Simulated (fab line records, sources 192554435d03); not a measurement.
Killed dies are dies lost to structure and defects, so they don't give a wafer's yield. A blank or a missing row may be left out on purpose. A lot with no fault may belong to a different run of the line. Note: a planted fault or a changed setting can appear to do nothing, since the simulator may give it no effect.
One fault seen from 3 desks / flow n5 finfet / only its own numbers are on each desk; what lay behind them is given at the end

THE DEFECT DESK
Inspection counts along the route, by lot: the mean over sampled wafers that carry a number. The brackets show how far a lot's mean lies from the usual mean; more than 4 standard deviations puts the lot out of limits, marked OUT.
Columns: A = raw defect count at N5_BEOL_M8_INSPECT_58, usual 70; B = raw defect count at N5_BEOL_M9_INSPECT_30, usual 413
lot=L513; first seen here=day 9 17:36; A=60; B=359
lot=L514; first seen here=day 10 07:14; A=57; B=421
lot=L515; first seen here=day 10 18:47; A=95; B=410
lot=L516; first seen here=day 11 06:05; A=83; B=383
lot=L520; first seen here=day 11 18:43; A=59; B=458
lot=L522; first seen here=day 12 13:20; A=61; B=399
lot=L521; first seen here=day 12 14:14; A=72; B=406
lot=L525; first seen here=day 12 19:04; A=70; B=386
lot=L524; first seen here=day 12 22:00; A=72; B=369
lot=L531; first seen here=day 14 13:32; A=73; B=371
lot=L532; first seen here=day 14 21:02; A=80; B=386
lot=L535; first seen here=day 15 19:23; A=66; B=428
This desk's verdict: no lot among the 12 shows anything out of limits.

THE TOOL OWNER'S DESK: litho track-01
The tool's own readings at N5_BEOL_M9_COAT_75 (time 60 s, resist thk 5 nm): means of the sampled wafers that have a number, for each lot that ran on this tool. The brackets show how far a lot's mean lies from the usual mean; more than 4 standard deviations puts the lot out of limits, marked OUT.
Columns: A = dispense pressure kPa at N5_BEOL_M9_COAT_75, usual 49 kPa; B = spin speed rpm at N5_BEOL_M9_COAT_75, usual 1500.1 rpm
lot=L515; first seen here=day 10 23:06; A=51; B=1500.8
lot=L522; first seen here=day 12 16:46; A=51; B=1500.9
lot=L525; first seen here=day 13 00:02; A=51; B=1499.9
lot=L531; first seen here=day 14 16:22; A=51; B=1432.5 (-68) OUT
lot=L532; first seen here=day 15 01:13; A=51; B=1433.0 (-67) OUT
This desk's finding: out of limits on L531, L532; first on L531, day 14 16:22 (spin speed rpm at N5_BEOL_M9_COAT_75). L515, L522, L525: within limits.

FROM THE METROLOGY DESK
What the gauges read, lot by lot, whatever tool the lot ran on: means of the sampled wafers that have a number. The brackets show how far a lot's mean lies from the usual mean; more than 4 standard deviations puts the lot out of limits, marked OUT.
Columns: A = cd nm at N5_BEOL_M9_CD_MEAS_28, usual 70.07 nm
lot=L513; first seen here=day 9 20:38; A=69.84
lot=L514; first seen here=day 10 10:20; A=69.93
lot=L515; first seen here=day 10 23:31; A=69.86
lot=L516; first seen here=day 11 11:28; A=69.94
lot=L520; first seen here=day 12 00:25; A=70.00
lot=L522; first seen here=day 12 17:08; A=70.13
lot=L521; first seen here=day 12 17:19; A=70.20
lot=L525; first seen here=day 13 00:19; A=70.23
lot=L524; first seen here=day 13 03:59; A=70.17
lot=L531; first seen here=day 14 16:45; A=70.31
lot=L532; first seen here=day 15 01:37; A=70.17
lot=L535; first seen here=day 15 22:24; A=70.02
This desk's verdict: no lot among the 12 shows anything out of limits.

ALL TOGETHER
An alarm could have come from the tool owner's desk at day 14 16:22, on L531, L532.
No out-of-limits result turned up at the defect desk.
From the metrology desk's view, nothing was out of limits.
The defect desk has L531, L532 on record, within its limits.
The metrology desk has L531, L532 on record, within its limits.
N5_BEOL_M9_COAT_75 was run on litho track-01 by each of the lots named.

WHAT THE SIMULATOR HAD INSERTED
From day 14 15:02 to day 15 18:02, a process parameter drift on litho track-01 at N5_BEOL_M9_COAT_75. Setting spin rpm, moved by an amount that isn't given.
Lots struck among those shown: L531, L532.
Time in hours from fault onset to the first out-of-limits reading at each desk: the tool owner's desk, 1.
